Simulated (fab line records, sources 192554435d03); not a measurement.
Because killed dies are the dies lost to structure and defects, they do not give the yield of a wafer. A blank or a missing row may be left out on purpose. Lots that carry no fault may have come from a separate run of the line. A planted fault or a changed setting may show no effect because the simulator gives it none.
Split-lot study -- flow n5Finfet -- route with 1938 steps; 7 lots, 39 wafers read

THE SPLIT
At N5_MOL_CONTACT_COAG_ALD_27 (deposits SiOC, target thk 17 nm, pulse time 1.5 s, time 2720 s), the setting aldCycles was moved away from the recipe's 340 on 15 of the 39 wafers read, by -40.0% to +58.2%. This setting was run at the recipe's value on the other wafers.

The reading is taken at the split's own step.

THE READING
SiOC_of_MOL_CONTACT_COAG_ALD_27.thkNm (the simulator's own value, which no gauge read), in nm, at N5_MOL_CONTACT_COAG_ALD_27 (deposits SiOC, target thk 17 nm, pulse time 1.5 s, time 2720 s). The file gives no usual value for it. The 24 wafers here that ran the recipe average 17.0 nm, standard deviation 0.082 nm.

wafer,"tool, chamber at the split",aldCycles as run,against the recipe,"SiOC_of_MOL_CONTACT_COAG_ALD_27.thkNm, nm",against lot-mates on the recipe
L084.1,"aldSin-02, 3,0",340,recipe,17,-
L084.3,"aldSin-02, 3,0",340,recipe,17,-
L084.2,"aldSin-02, 2,1,1",483,+42.1%,24,+7.1
L084.4,"aldSin-02, 2,1,1",483,+42.1%,24,+7.1
L084.5,"aldSin-02, 2,1,1",483,+42.1%,24,+7.1
L084.6,"aldSin-02, 0",340,recipe,16.8,-
L083.1,"aldSin-02, 3,2,0",340,recipe,17,-
L083.2,"aldSin-02, 3,2,0",340,recipe,17,-
L083.4,"aldSin-02, 3,2,0",340,recipe,17,-
L083.3,"aldSin-02, 1,1,2",530,+55.9%,26.4,+9.4
L083.5,"aldSin-02, 1,1,2",530,+55.9%,26.4,+9.4
L083.6,"aldSin-02, 1,1,2",530,+55.9%,26.4,+9.4
L085.1,"aldSin-01, 1,0,3,2",340,recipe,17,-
L085.2,"aldSin-01, 1,0,3,2",340,recipe,17,-
L085.4,"aldSin-01, 1,0,3,2",340,recipe,17,-
L085.5,"aldSin-01, 1,0,3,2",340,recipe,17,-
L085.3,"aldSin-01, 2,1",340,recipe,17.2,-
L085.6,"aldSin-01, 2,1",340,recipe,17.2,-
L086.1,"aldSin-03, 1,0",204,-40.0%,10.2,-6.8
L086.2,"aldSin-03, 1,0",204,-40.0%,10.2,-6.8
L086.3,"aldSin-03, 2",204,-40.0%,10,-7.0
L086.4,"aldSin-03, 3,3,2",340,recipe,17,-
L086.5,"aldSin-03, 3,3,2",340,recipe,17,-
L086.6,"aldSin-03, 3,3,2",340,recipe,17,-
L091.1,"aldSin-01, 3,2,0",538,+58.2%,26.8,+9.9
L091.4,"aldSin-01, 3,2,0",538,+58.2%,26.8,+9.9
L091.6,"aldSin-01, 3,2,0",538,+58.2%,26.8,+9.9
L091.2,"aldSin-01, 0",340,recipe,16.8,-
L091.3,"aldSin-01, 1,3",340,recipe,17,-
L091.5,"aldSin-01, 1,3",340,recipe,17,-
L092.3,"aldSin-03, 1,3,0",340,recipe,17,-
L092.4,"aldSin-03, 1,3,0",340,recipe,17,-
L092.5,"aldSin-03, 1,3,0",340,recipe,17,-
L094.1,"aldSin-03, 0,3",491,+44.4%,24.6,+7.6
L094.3,"aldSin-03, 0,3",491,+44.4%,24.6,+7.6
L094.2,"aldSin-03, 1,1,0",340,recipe,17,-
L094.5,"aldSin-03, 1,1,0",340,recipe,17,-
L094.6,"aldSin-03, 1,1,0",340,recipe,17,-
L094.4,"aldSin-03, 2",491,+44.4%,24.4,+7.4
The file does not say which wafer passed through which chamber wherever a row lists several chambers: such a row stands for several wafers.

THE FIT
A straight line over all 39 wafers: SiOC_of_MOL_CONTACT_COAG_ALD_27.thkNm changes by +0.169 nm for each +1% of aldCycles; r = +1.00; the points scatter about the line by 0.087 nm.
The same after taking each lot's own level away (the mean of its wafers on the recipe; 39 wafers): +0.169 nm for each +1%; r = +1.00; scatter 0.073 nm.
On that fit, the largest move of aldCycles shifts the reading by 9.9 nm.
From 16.93 to 17.07 nm: that is the span of the lots' own levels, equal to 1.6 times the standard deviation above.
So the lot-to-lot level changes the slope little: the two slopes agree.
Check: +9.85 nm against its lot-mates is what the line predicts for one of the wafers moved furthest among these (+58.2%) when that wafer is left out of the fit. It came out at +9.87 nm against them.

ADDITIONAL SPLITS CARRIED BY THESE WAFERS
Before the reading, these wafers also passed through other splits. Each is held against what the fit with the lots' levels taken away leaves over:
other split on the same wafers,wafers away from the commonest value,r with SiOC_of_MOL_CONTACT_COAG_ALD_27.thkNm (lot level and that fit taken away)
N5_PMOS_HMC_CHANNEL_EPI_ETCH_38 targetDepthA,12,+0.11
N5_HKMG_FIN_DEVELOP_48 developTimeS,18,-0.01

THE FILE'S OWN FIT
SiOC_of_MOL_CONTACT_COAG_ALD_27.thkNm changes by +0.169 nm for each +1% of aldCycles, r = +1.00.
